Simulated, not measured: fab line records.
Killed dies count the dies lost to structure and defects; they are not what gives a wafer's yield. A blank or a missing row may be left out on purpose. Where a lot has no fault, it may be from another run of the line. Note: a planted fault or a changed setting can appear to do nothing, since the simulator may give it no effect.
fab line records -- flow n5Finfet
record lots=24, wafers=72, lastDay=19
route steps=1938 shown BEOL_M11@1550 BEOL_M12@1614 BEOL_M13@1659
lots untouched by any fault: they come from a run of this same line in which no faults occurred
startH: hours from the record's opening day to when the first of the lot's shown wafers began -- waitH: hours since the lot's step before -- " same as the row above -- L1.1+2: a single row standing in for several wafers -- - value missing, or start not given -- * or withheld: withheld -- < > ~ a bound
route shown NAME@n: names a module that has steps shown in the file, with the first one's number in the route -- usual: the fault-free wafers' mean and standard deviation -- same: alike in all rows -- chamber/n: place in a boat -- sites: readings site by site -- _std_site: standard deviation of those values -- _edge_site: the outer-site mean with the inner-site mean subtracted -- radiusMm: for every site, how far away it sits from the centre of the wafer -- mask NAME#n: copy n -- behind: the last tool/chamber to shape the wafer -- hold: the reason the lot was held/the length of the hold in hours/how it ended -- device: which transistor (n, p or np) failed to switch -- end of line: at the end of the route, the tests of the same wafers -- a step without rows: its recipe alone -- killed: dies that structure and defects cost at the first sort, which is not the same as the wafer's yield -- map: shows each die of a wafer: x if killed, . if not, _ if none is there
set.NAME: the setting as run; set.NAME@STEP: as run at that earlier step -- model.NAME: the simulator's own value behind a step, which no gauge read
the route's steps for a sample of lots (tables are steps, rows are wafers)
services: a tool's chamber out of use, with start hour (startH, from the record's first day; less than 0 if before it), hours out, and reason
## steps
# step N5_BEOL_M11_OVL_MEAS_12
# recipe pointsPerWafer=44
# usual M11_OVL=0.3/0.79
lot.wafer,tool,chamber,startH,waitH,M11_OVL[nm]
L074.3,overlay-02,0,261.22,0.0,1.1
L074.5,overlay-02,0,261.22,0.0,0.5
L074.6,overlay-02,0,261.22,0.0,0.1
L076.1,overlay-02,0,267.95,0.0,0.3
L076.2,overlay-02,0,267.95,0.0,2.2
L076.6,overlay-02,0,267.95,0.0,1.2
L075.2,overlay-02,0,268.92,0.0,-0.7
L075.3,overlay-02,0,268.92,0.0,-0.6
L075.5,overlay-02,0,268.92,0.0,-0.5
L077.1,overlay-02,0,272.12,0.0,0.8
L077.2,overlay-02,0,272.12,0.0,-0.3
L077.6,overlay-02,0,272.12,0.0,-0.7
L078.1,overlay-02,0,283.70,0.0,1.9
L078.3,overlay-02,0,283.70,0.0,1.1
L078.4,overlay-02,0,283.70,0.0,0.0
L080.3,overlay-02,0,291.57,0.0,-0.5
L080.5,overlay-02,0,291.57,0.0,-1.8
L080.6,overlay-02,0,291.57,0.0,-0.2
L079.1,overlay-01,0,296.04,0.0,-0.6
L079.3,overlay-01,0,296.04,0.0,1.0
L079.6,overlay-01,0,296.04,0.0,0.3
L081.1,overlay-01,0,298.73,0.0,0.2
L081.2,overlay-01,0,298.73,0.0,0.5
L081.5,overlay-01,0,298.73,0.0,0.2
L082.1,overlay-01,0,305.12,0.0,0.3
L082.2,overlay-01,0,305.12,0.0,1.4
L082.6,overlay-01,0,305.12,0.0,0.9
L083.1,overlay-02,0,308.81,0.0,0.5
L083.2,overlay-02,0,308.81,0.0,-0.1
L083.3,overlay-02,0,308.81,0.0,-0.2
L084.1,overlay-01,0,313.97,0.0,0.3
L084.5,overlay-01,0,313.97,0.0,0.4
L084.6,overlay-01,0,313.97,0.0,0.9
L087.2,overlay-02,0,323.78,0.0,0.4
L087.5,overlay-02,0,323.78,0.0,0.0
L087.6,overlay-02,0,323.78,0.0,0.4
L085.1,overlay-01,0,333.79,0.0,0.4
L085.3,overlay-01,0,333.79,0.0,0.8
L085.6,overlay-01,0,333.79,0.0,-0.5
L086.1,overlay-01,0,339.11,0.0,0.6
L086.3,overlay-01,0,339.11,0.0,-0.2
L086.5,overlay-01,0,339.11,0.0,0.1
L089.1,overlay-01,0,342.52,0.0,0.4
L089.3,overlay-01,0,342.52,0.0,1.2
L089.6,overlay-01,0,342.52,0.0,1.2
L091.1,overlay-01,0,346.46,0.0,0.4
L091.4,overlay-01,0,346.46,0.0,0.1
L091.6,overlay-01,0,346.46,0.0,0.4
L088.3,overlay-02,0,346.75,0.0,-0.6
L088.5,overlay-02,0,346.75,0.0,0.2
L088.6,overlay-02,0,346.75,0.0,0.2
L092.2,overlay-01,0,349.55,0.0,0.7
L092.3,overlay-01,0,349.55,0.0,0.1
L092.6,overlay-01,0,349.55,0.0,0.3
L090.1,overlay-01,0,361.10,0.0,1.1
L090.3,overlay-01,0,361.10,0.0,0.6
L090.5,overlay-01,0,361.10,0.0,0.4
L093.1,overlay-02,0,382.69,0.0,1.0
L093.3,overlay-02,0,382.69,0.0,1.3
L093.5,overlay-02,0,382.69,0.0,0.0
L095.1,overlay-02,0,383.48,0.0,-0.7
L095.4,overlay-02,0,383.48,0.0,0.2
L095.6,overlay-02,0,383.48,0.0,-0.5
L094.1,overlay-01,0,391.41,0.0,0.5
L094.2,overlay-01,0,391.41,0.0,1.4
L094.5,overlay-01,0,391.41,0.0,-0.3
L097.1,overlay-02,0,408.86,0.0,0.3
L097.3,overlay-02,0,408.86,0.0,-0.4
L097.6,overlay-02,0,408.86,0.0,0.7
L096.1,overlay-01,0,411.35,0.0,1.2
L096.3,overlay-01,0,411.35,0.0,0.9
L096.4,overlay-01,0,411.35,0.0,0.9
# step N5_BEOL_M11_RS_MEAS_57
# recipe thkMeasGauge=four-point-probe, reads=Cu_of_BEOL_M11_ECD_50+Co_of_BEOL_M11_CVD_75+TaN_of_BEOL_M11_ALD_74
# usual M11_RS=0.152/0.0041
lot.wafer,tool,chamber,startH,waitH,M11_RS[ohm/sq]
L074.3,filmMetro-02,-,265.82,0.0,0.153
L074.5,filmMetro-02,-,265.82,0.0,0.147
L074.6,filmMetro-02,-,265.82,0.0,0.157
L076.1,filmMetro-02,-,272.88,0.0,0.155
L076.2,filmMetro-02,-,272.88,0.0,0.152
L076.6,filmMetro-02,-,272.88,0.0,0.153
L075.2,filmMetro-02,-,273.16,0.0,0.150
L075.3,filmMetro-02,-,273.16,0.0,0.152
L075.5,filmMetro-02,-,273.16,0.0,0.155
L077.1,filmMetro-02,-,281.11,0.0,0.157
L077.2,filmMetro-02,-,281.11,0.0,0.159
L077.6,filmMetro-02,-,281.11,0.0,0.146
L078.1,filmMetro-02,-,289.00,0.1,0.157
L078.3,filmMetro-02,-,289.00,0.1,0.161
L078.4,filmMetro-02,-,289.00,0.1,0.148
L080.3,filmMetro-02,-,297.85,0.0,0.151
L080.5,filmMetro-02,-,297.85,0.0,0.151
L080.6,filmMetro-02,-,297.85,0.0,0.148
L079.1,filmMetro-01,-,302.24,0.0,0.146
L079.3,filmMetro-01,-,302.24,0.0,0.153
L079.6,filmMetro-01,-,302.24,0.0,0.152
L081.1,filmMetro-01,-,304.56,0.0,0.147
L081.2,filmMetro-01,-,304.56,0.0,0.153
L081.5,filmMetro-01,-,304.56,0.0,0.152
L082.1,filmMetro-01,-,312.07,0.0,0.159
L082.2,filmMetro-01,-,312.07,0.0,0.152
L082.6,filmMetro-01,-,312.07,0.0,0.149
L083.1,filmMetro-02,-,312.57,0.0,0.154
L083.2,filmMetro-02,-,312.57,0.0,0.154
L083.3,filmMetro-02,-,312.57,0.0,0.154
L084.1,filmMetro-02,-,319.71,0.0,0.158
L084.5,filmMetro-02,-,319.71,0.0,0.154
L084.6,filmMetro-02,-,319.71,0.0,0.149
L087.2,filmMetro-02,-,329.27,0.0,0.151
L087.5,filmMetro-02,-,329.27,0.0,0.145
L087.6,filmMetro-02,-,329.27,0.0,0.154
L085.1,filmMetro-01,-,339.05,0.0,0.158
L085.3,filmMetro-01,-,339.05,0.0,0.149
L085.6,filmMetro-01,-,339.05,0.0,0.161
L086.1,filmMetro-01,-,344.11,0.0,0.154
L086.3,filmMetro-01,-,344.11,0.0,0.158
L086.5,filmMetro-01,-,344.11,0.0,0.154
L089.1,filmMetro-01,-,347.39,0.0,0.153
L089.3,filmMetro-01,-,347.39,0.0,0.143
L089.6,filmMetro-01,-,347.39,0.0,0.148
L091.1,filmMetro-01,-,351.33,0.0,0.156
L091.4,filmMetro-01,-,351.33,0.0,0.148
L091.6,filmMetro-01,-,351.33,0.0,0.146
L088.3,filmMetro-01,-,353.07,0.0,0.146
L088.5,filmMetro-01,-,353.07,0.0,0.150
L088.6,filmMetro-01,-,353.07,0.0,0.151
L092.2,filmMetro-02,-,356.33,0.0,0.151
L092.3,filmMetro-02,-,356.33,0.0,0.159
L092.6,filmMetro-02,-,356.33,0.0,0.152
L090.1,filmMetro-01,-,369.65,0.0,0.145
L090.3,filmMetro-01,-,369.65,0.0,0.158
L090.5,filmMetro-01,-,369.65,0.0,0.157
L093.1,filmMetro-02,-,387.36,0.1,0.156
L093.3,filmMetro-02,-,387.36,0.1,0.149
L093.5,filmMetro-02,-,387.36,0.1,0.153
L095.1,filmMetro-01,-,388.70,0.1,0.155
L095.4,filmMetro-01,-,388.70,0.1,0.145
L095.6,filmMetro-01,-,388.70,0.1,0.152
L094.1,filmMetro-02,-,398.24,0.1,0.146
L094.2,filmMetro-02,-,398.24,0.1,0.156
L094.5,filmMetro-02,-,398.24,0.1,0.157
L097.1,filmMetro-02,-,413.95,0.0,0.155
L097.3,filmMetro-02,-,413.95,0.0,0.150
L097.6,filmMetro-02,-,413.95,0.0,0.152
L096.1,filmMetro-02,-,416.65,0.0,0.148
L096.3,filmMetro-02,-,416.65,0.0,0.158
L096.4,filmMetro-02,-,416.65,0.0,0.150
# step N5_BEOL_M12_INSPECT_12
# recipe mode=adi, inspectInstrument=macro
# usual rawDefectCount=2.0/1.4
lot.wafer,tool,chamber,startH,waitH,rawDefectCount
L074.3,defectInspect-01,-,266.53,0.0,0
L074.5,defectInspect-01,-,266.53,0.0,2
L074.6,defectInspect-01,-,266.53,0.0,2
L076.1,defectInspect-01,-,273.56,0.0,4
L076.2,defectInspect-01,-,273.56,0.0,1
L076.6,defectInspect-01,-,273.56,0.0,2
L075.2,defectInspect-01,-,273.72,0.0,6
L075.3,defectInspect-01,-,273.72,0.0,2
L075.5,defectInspect-01,-,273.72,0.0,1
L077.1,defectInspect-02,-,281.79,0.0,1
L077.2,defectInspect-02,-,281.79,0.0,2
L077.6,defectInspect-02,-,281.79,0.0,1
L078.1,defectInspect-02,-,289.68,0.0,3
L078.3,defectInspect-02,-,289.68,0.0,1
L078.4,defectInspect-02,-,289.68,0.0,0
L080.3,defectInspect-02,-,298.53,0.0,0
L080.5,defectInspect-02,-,298.53,0.0,1
L080.6,defectInspect-02,-,298.53,0.0,1
L079.1,defectInspect-02,-,302.95,0.0,2
L079.3,defectInspect-02,-,302.95,0.0,3
L079.6,defectInspect-02,-,302.95,0.0,1
L081.1,defectInspect-02,-,305.24,0.0,0
L081.2,defectInspect-02,-,305.24,0.0,0
L081.5,defectInspect-02,-,305.24,0.0,2
L082.1,defectInspect-01,-,312.75,0.0,2
L082.2,defectInspect-01,-,312.75,0.0,3
L082.6,defectInspect-01,-,312.75,0.0,2
L083.1,defectInspect-02,-,313.12,0.0,0
L083.2,defectInspect-02,-,313.12,0.0,1
L083.3,defectInspect-02,-,313.12,0.0,6
L084.1,defectInspect-01,-,320.39,0.0,2
L084.5,defectInspect-01,-,320.39,0.0,4
L084.6,defectInspect-01,-,320.39,0.0,3
L087.2,defectInspect-02,-,330.00,0.0,2
L087.5,defectInspect-02,-,330.00,0.0,2
L087.6,defectInspect-02,-,330.00,0.0,1
L085.1,defectInspect-01,-,339.91,0.2,2
L085.3,defectInspect-01,-,339.91,0.2,3
L085.6,defectInspect-01,-,339.91,0.2,3
L086.1,defectInspect-02,-,344.80,0.0,0
L086.3,defectInspect-02,-,344.80,0.0,4
L086.5,defectInspect-02,-,344.80,0.0,4
L089.1,defectInspect-01,-,347.94,0.0,6
L089.3,defectInspect-01,-,347.94,0.0,2
L089.6,defectInspect-01,-,347.94,0.0,0
L091.1,defectInspect-02,-,352.01,0.0,1
L091.4,defectInspect-02,-,352.01,0.0,1
L091.6,defectInspect-02,-,352.01,0.0,0
L088.3,defectInspect-01,-,353.62,0.0,5
L088.5,defectInspect-01,-,353.62,0.0,1
L088.6,defectInspect-01,-,353.62,0.0,3
L092.2,defectInspect-01,-,357.01,0.0,2
L092.3,defectInspect-01,-,357.01,0.0,3
L092.6,defectInspect-01,-,357.01,0.0,4
L090.1,defectInspect-01,-,370.33,0.0,3
L090.3,defectInspect-01,-,370.33,0.0,2
L090.5,defectInspect-01,-,370.33,0.0,1
L093.1,defectInspect-01,-,388.03,0.0,2
L093.3,defectInspect-01,-,388.03,0.0,4
L093.5,defectInspect-01,-,388.03,0.0,3
L095.1,defectInspect-02,-,389.38,0.0,4
L095.4,defectInspect-02,-,389.38,0.0,0
L095.6,defectInspect-02,-,389.38,0.0,2
L094.1,defectInspect-02,-,398.92,0.0,2
L094.2,defectInspect-02,-,398.92,0.0,1
L094.5,defectInspect-02,-,398.92,0.0,2
L097.1,defectInspect-01,-,414.51,0.0,5
L097.3,defectInspect-01,-,414.51,0.0,1
L097.6,defectInspect-01,-,414.51,0.0,1
L096.1,defectInspect-01,-,417.33,0.0,3
L096.3,defectInspect-01,-,417.33,0.0,1
L096.4,defectInspect-01,-,417.33,0.0,0
# step N5_BEOL_M12_CD_MEAS_28
# recipe targetCdNm=160.2, landingEnergyEv=500, detector=seInlens, polarity=opening
# usual cdNm=160.9/1.7
lot.wafer,tool,chamber,startH,waitH,cdNm
L074.3,cdSem-03,0,267.51,-,162.5
L074.5,cdSem-03,0,267.51,-,162.5
L074.6,cdSem-03,0,267.51,-,160.4
L076.1,cdSem-01,0,274.58,-,157.6
L076.2,cdSem-01,0,274.58,-,159.5
L076.6,cdSem-01,0,274.58,-,160.2
L075.2,cdSem-03,0,274.62,-,158.4
L075.3,cdSem-03,0,274.62,-,159.0
L075.5,cdSem-03,0,274.62,-,160.6
L077.1,cdSem-03,0,282.64,-,163.0
L077.2,cdSem-03,0,282.64,-,164.4
L077.6,cdSem-03,0,282.64,-,160.1
L078.1,cdSem-01,0,290.53,-,162.0
L078.3,cdSem-01,0,290.53,-,158.6
L078.4,cdSem-01,0,290.53,-,160.1
L080.3,cdSem-02,0,299.52,-,162.2
L080.5,cdSem-02,0,299.52,-,162.5
L080.6,cdSem-02,0,299.52,-,160.1
L079.1,cdSem-02,0,303.80,-,160.5
L079.3,cdSem-02,0,303.80,-,161.7
L079.6,cdSem-02,0,303.80,-,160.4
L081.1,cdSem-02,0,306.12,-,159.8
L081.2,cdSem-02,0,306.12,-,160.3
L081.5,cdSem-02,0,306.12,-,159.7
L082.1,cdSem-01,0,313.72,-,157.7
L082.2,cdSem-01,0,313.72,-,163.1
L082.6,cdSem-01,0,313.72,-,160.2
L083.1,cdSem-03,0,313.97,-,162.0
L083.2,cdSem-03,0,313.97,-,159.1
L083.3,cdSem-03,0,313.97,-,163.2
L084.1,cdSem-01,0,321.35,-,158.5
L084.5,cdSem-01,0,321.35,-,159.9
L084.6,cdSem-01,0,321.35,-,160.8
L087.2,cdSem-02,0,331.09,-,159.8
L087.5,cdSem-02,0,331.09,-,161.3
L087.6,cdSem-02,0,331.09,-,157.3
L085.1,cdSem-01,0,340.90,-,161.5
L085.3,cdSem-01,0,340.90,-,161.9
L085.6,cdSem-01,0,340.90,-,161.1
L086.1,cdSem-03,0,346.08,-,163.4
L086.3,cdSem-03,0,346.08,-,161.0
L086.5,cdSem-03,0,346.08,-,161.1
L089.1,cdSem-02,0,349.23,-,159.2
L089.3,cdSem-02,0,349.23,-,157.3
L089.6,cdSem-02,0,349.23,-,161.2
L091.1,cdSem-02,0,353.11,-,163.6
L091.4,cdSem-02,0,353.11,-,161.2
L091.6,cdSem-02,0,353.11,-,162.0
L088.3,cdSem-03,0,354.58,-,161.1
L088.5,cdSem-03,0,354.58,-,163.0
L088.6,cdSem-03,0,354.58,-,160.8
L092.2,cdSem-02,0,358.03,-,163.2
L092.3,cdSem-02,0,358.03,-,161.3
L092.6,cdSem-02,0,358.03,-,161.3
L090.1,cdSem-02,0,371.31,-,159.4
L090.3,cdSem-02,0,371.31,-,161.8
L090.5,cdSem-02,0,371.31,-,160.4
L093.1,cdSem-03,0,389.01,-,161.0
L093.3,cdSem-03,0,389.01,-,161.8
L093.5,cdSem-03,0,389.01,-,164.8
L095.1,cdSem-01,0,390.39,-,159.0
L095.4,cdSem-01,0,390.39,-,161.7
L095.6,cdSem-01,0,390.39,-,160.2
L094.1,cdSem-01,0,399.89,-,164.0
L094.2,cdSem-01,0,399.89,-,163.7
L094.5,cdSem-01,0,399.89,-,160.7
L097.1,cdSem-01,0,415.36,-,159.4
L097.3,cdSem-01,0,415.36,-,158.2
L097.6,cdSem-01,0,415.36,-,162.1
L096.1,cdSem-02,0,418.60,-,159.3
L096.3,cdSem-02,0,418.60,-,163.6
L096.4,cdSem-02,0,418.60,-,163.3
# step N5_BEOL_M13_ILD_DEP_00
# recipe material=SiOC, targetThkA=8379.2, tempC=350, precursor=DEMS/O2, pressureTorr=5, rfW=500, timeS=166.4
# usual heaterPowerW=481/44, showerheadPlenumPTorr=5.691/0.013, showerheadVppV=1377/75, throttleValvePct=12.1/0.52
lot.wafer,tool,chamber,startH,waitH,heaterPowerW,showerheadPlenumPTorr,showerheadVppV,throttleValvePct
L074.3,pecvd-02,2,270.05,0.0,518,5.693,1497,11.4
L074.5,pecvd-02,1,270.05,0.0,523,5.699,1407,12.0
L074.6,pecvd-02,0,270.05,0.0,414,5.697,1256,12.4
L075.2,pecvd-03,2,278.89,0.0,373,5.708,1301,12.1
L075.3,pecvd-03,1,278.89,0.0,450,5.698,1378,13.1
L075.5,pecvd-03,0,278.89,0.0,465,5.686,1362,12.5
L076.1,pecvd-01,0,281.46,0.0,501,5.666,1466,12.8
L076.2,pecvd-01,1,281.46,0.0,544,5.702,1353,12.3
L076.6,pecvd-01,2,281.46,0.0,410,5.671,1396,11.9
L077.1,pecvd-03,1,285.51,0.0,511,5.688,1356,12.9
L077.2,pecvd-03,2,285.51,0.0,428,5.696,1314,11.9
L077.6,pecvd-03,2,285.51,0.0,441,5.696,1333,11.7
L078.1,pecvd-02,2,300.40,0.0,489,5.697,1457,11.4
L078.3,pecvd-02,0,300.40,0.0,505,5.689,1253,12.4
L078.4,pecvd-02,0,300.40,0.0,512,5.667,1260,12.3
L080.3,pecvd-03,0,302.40,0.1,460,5.681,1370,12.2
L080.5,pecvd-03,1,302.40,0.1,502,5.694,1369,13.1
L080.6,pecvd-03,0,302.40,0.1,503,5.699,1386,12.4
L079.1,pecvd-01,0,306.97,0.0,492,5.682,1475,12.6
L079.3,pecvd-01,1,306.97,0.0,531,5.717,1336,12.0
L079.6,pecvd-01,1,306.97,0.0,556,5.714,1370,12.4
L081.1,pecvd-03,2,310.38,0.0,361,5.678,1302,11.7
L081.2,pecvd-03,0,310.38,0.0,471,5.709,1372,12.3
L081.5,pecvd-03,1,310.38,0.0,487,5.706,1357,13.3
L082.1,pecvd-02,0,317.85,0.0,514,5.687,1246,12.2
L082.2,pecvd-02,2,317.85,0.0,492,5.684,1448,11.6
L082.6,pecvd-02,0,317.85,0.0,531,5.676,1255,12.3
L083.1,pecvd-01,0,318.51,0.0,490,5.700,1486,12.7
L083.2,pecvd-01,2,318.51,0.0,471,5.671,1385,12.2
L083.3,pecvd-01,1,318.51,0.0,544,5.713,1349,12.0
L084.1,pecvd-02,0,326.35,0.0,517,5.693,1271,12.1
L084.5,pecvd-02,0,326.35,0.0,425,5.700,1254,12.4
L084.6,pecvd-02,1,326.35,0.0,482,5.699,1420,12.0
L087.2,pecvd-02,1,335.18,0.0,439,5.701,1408,12.0
L087.5,pecvd-02,2,335.18,0.0,542,5.689,1438,11.2
L087.6,pecvd-02,0,335.18,0.0,517,5.698,1253,12.4
L085.1,pecvd-02,1,343.72,0.0,413,5.674,1423,11.7
L085.3,pecvd-02,0,343.72,0.0,464,5.691,1256,12.6
L085.6,pecvd-02,0,343.72,0.0,505,5.679,1253,12.6
L086.1,pecvd-02,1,348.95,0.0,469,5.697,1403,11.8
L086.3,pecvd-02,0,348.95,0.0,495,5.695,1268,12.5
L086.5,pecvd-02,0,348.95,0.0,512,5.692,1272,12.3
L089.1,pecvd-02,2,354.74,0.0,468,5.682,1460,11.5
L089.3,pecvd-02,1,354.74,0.0,473,5.694,1429,11.7
L089.6,pecvd-02,2,354.74,0.0,506,5.693,1464,11.2
L091.1,pecvd-03,2,359.83,0.0,414,5.677,1304,11.8
L091.4,pecvd-03,2,359.83,0.0,432,5.712,1310,11.8
L091.6,pecvd-03,1,359.83,0.0,465,5.691,1344,13.1
L088.3,pecvd-01,2,360.90,0.0,470,5.667,1408,12.0
L088.5,pecvd-01,0,360.90,0.0,465,5.682,1488,12.9
L088.6,pecvd-01,1,360.90,0.0,591,5.708,1327,11.9
L092.2,pecvd-02,0,368.16,0.0,474,5.693,1256,12.5
L092.3,pecvd-02,1,368.16,0.0,484,5.686,1407,12.0
L092.6,pecvd-02,0,368.16,0.0,493,5.703,1253,12.2
L090.1,pecvd-02,0,376.82,0.0,484,5.693,1250,12.3
L090.3,pecvd-02,2,376.82,0.0,494,5.697,1472,11.5
L090.5,pecvd-02,0,376.82,0.0,524,5.678,1261,12.3
L093.1,pecvd-01,0,393.20,0.0,446,5.685,1472,13.1
L093.3,pecvd-01,2,393.20,0.0,424,5.657,1406,12.3
L093.5,pecvd-01,1,393.20,0.0,587,5.723,1335,12.4
L095.1,pecvd-02,0,396.83,0.0,521,5.699,1263,12.5
L095.4,pecvd-02,0,396.83,0.0,429,5.677,1261,12.7
L095.6,pecvd-02,0,396.83,0.0,456,5.683,1252,12.3
L094.1,pecvd-02,0,406.48,0.0,480,5.681,1292,12.7
L094.2,pecvd-02,2,406.48,0.0,533,5.712,1463,11.5
L094.5,pecvd-02,0,406.48,0.0,535,5.701,1263,12.3
L097.1,pecvd-03,1,419.92,0.0,419,5.694,1354,13.1
L097.3,pecvd-03,0,419.92,0.0,462,5.703,1353,12.2
L097.6,pecvd-03,0,419.92,0.0,497,5.709,1391,12.4
L096.1,pecvd-01,2,421.18,0.0,510,5.666,1380,12.2
L096.3,pecvd-01,1,421.18,0.0,487,5.697,1344,12.2
L096.4,pecvd-01,0,421.18,0.0,463,5.676,1454,13.0
# step N5_BEOL_M13_INSPECT_12
# recipe mode=adi, inspectInstrument=macro
# usual rawDefectCount=2.2/1.5
lot.wafer,tool,chamber,startH,waitH,rawDefectCount
L074.3,defectInspect-02,-,270.69,0.0,1
L074.5,defectInspect-02,-,270.69,0.0,3
L074.6,defectInspect-02,-,270.69,0.0,3
L075.2,defectInspect-02,-,279.40,0.0,0
L075.3,defectInspect-02,-,279.40,0.0,0
L075.5,defectInspect-02,-,279.40,0.0,0
L076.1,defectInspect-02,-,282.09,0.0,4
L076.2,defectInspect-02,-,282.09,0.0,1
L076.6,defectInspect-02,-,282.09,0.0,4
L077.1,defectInspect-02,-,286.15,0.0,4
L077.2,defectInspect-02,-,286.15,0.0,2
L077.6,defectInspect-02,-,286.15,0.0,2
L078.1,defectInspect-02,-,301.03,0.0,1
L078.3,defectInspect-02,-,301.03,0.0,4
L078.4,defectInspect-02,-,301.03,0.0,6
L080.3,defectInspect-02,-,302.91,0.0,3
L080.5,defectInspect-02,-,302.91,0.0,1
L080.6,defectInspect-02,-,302.91,0.0,4
L079.1,defectInspect-01,-,307.60,0.0,3
L079.3,defectInspect-01,-,307.60,0.0,4
L079.6,defectInspect-01,-,307.60,0.0,1
L081.1,defectInspect-01,-,310.90,0.0,3
L081.2,defectInspect-01,-,310.90,0.0,2
L081.5,defectInspect-01,-,310.90,0.0,0
L082.1,defectInspect-02,-,318.48,0.0,2
L082.2,defectInspect-02,-,318.48,0.0,0
L082.6,defectInspect-02,-,318.48,0.0,0
L083.1,defectInspect-02,-,319.02,0.0,2
L083.2,defectInspect-02,-,319.02,0.0,0
L083.3,defectInspect-02,-,319.02,0.0,2
L084.1,defectInspect-02,-,326.86,0.0,0
L084.5,defectInspect-02,-,326.86,0.0,2
L084.6,defectInspect-02,-,326.86,0.0,4
L087.2,defectInspect-02,-,335.69,0.0,1
L087.5,defectInspect-02,-,335.69,0.0,4
L087.6,defectInspect-02,-,335.69,0.0,2
L085.1,defectInspect-02,-,344.23,0.0,4
L085.3,defectInspect-02,-,344.23,0.0,1
L085.6,defectInspect-02,-,344.23,0.0,3
L086.1,defectInspect-01,-,349.46,0.0,5
L086.3,defectInspect-01,-,349.46,0.0,1
L086.5,defectInspect-01,-,349.46,0.0,4
L089.1,defectInspect-02,-,355.37,0.0,2
L089.3,defectInspect-02,-,355.37,0.0,3
L089.6,defectInspect-02,-,355.37,0.0,3
L091.1,defectInspect-02,-,360.34,0.0,1
L091.4,defectInspect-02,-,360.34,0.0,0
L091.6,defectInspect-02,-,360.34,0.0,1
L088.3,defectInspect-02,-,361.41,0.0,5
L088.5,defectInspect-02,-,361.41,0.0,3
L088.6,defectInspect-02,-,361.41,0.0,1
L092.2,defectInspect-01,-,368.79,0.0,1
L092.3,defectInspect-01,-,368.79,0.0,0
L092.6,defectInspect-01,-,368.79,0.0,0
L090.1,defectInspect-01,-,377.45,0.0,3
L090.3,defectInspect-01,-,377.45,0.0,2
L090.5,defectInspect-01,-,377.45,0.0,0
L093.1,defectInspect-02,-,393.84,0.0,2
L093.3,defectInspect-02,-,393.84,0.0,3
L093.5,defectInspect-02,-,393.84,0.0,2
L095.1,defectInspect-01,-,397.52,0.0,2
L095.4,defectInspect-01,-,397.52,0.0,2
L095.6,defectInspect-01,-,397.52,0.0,2
L094.1,defectInspect-02,-,407.17,0.0,2
L094.2,defectInspect-02,-,407.17,0.0,0
L094.5,defectInspect-02,-,407.17,0.0,2
L097.1,defectInspect-01,-,420.42,0.0,4
L097.3,defectInspect-01,-,420.42,0.0,2
L097.6,defectInspect-01,-,420.42,0.0,2
L096.1,defectInspect-01,-,421.71,0.0,1
L096.3,defectInspect-01,-,421.71,0.0,0
L096.4,defectInspect-01,-,421.71,0.0,1
## services
tool,chamber,startH,hours,kind
pecvd-02,0,273.00,5.5,scheduledDown
pecvd-03,2,328.58,2.1,scheduledDown
pecvd-02,-,337.78,0.8,pm
pecvd-02,1,356.54,5.0,scheduledDown
pecvd-01,1,357.31,2.1,scheduledDown
pecvd-01,-,366.19,2.0,repair
pecvd-03,-,366.60,2.4,repair
pecvd-02,1,383.62,-,clean
pecvd-02,1,383.62,-,consumableReplace:showerhead
pecvd-02,1,383.62,29.0,scheduledDown
pecvd-02,1,383.62,29.0,ventCycle
pecvd-03,0,385.04,4.2,repair
pecvd-01,-,409.21,1.3,repair
pecvd-03,1,415.87,-,calibration
## key
fault none
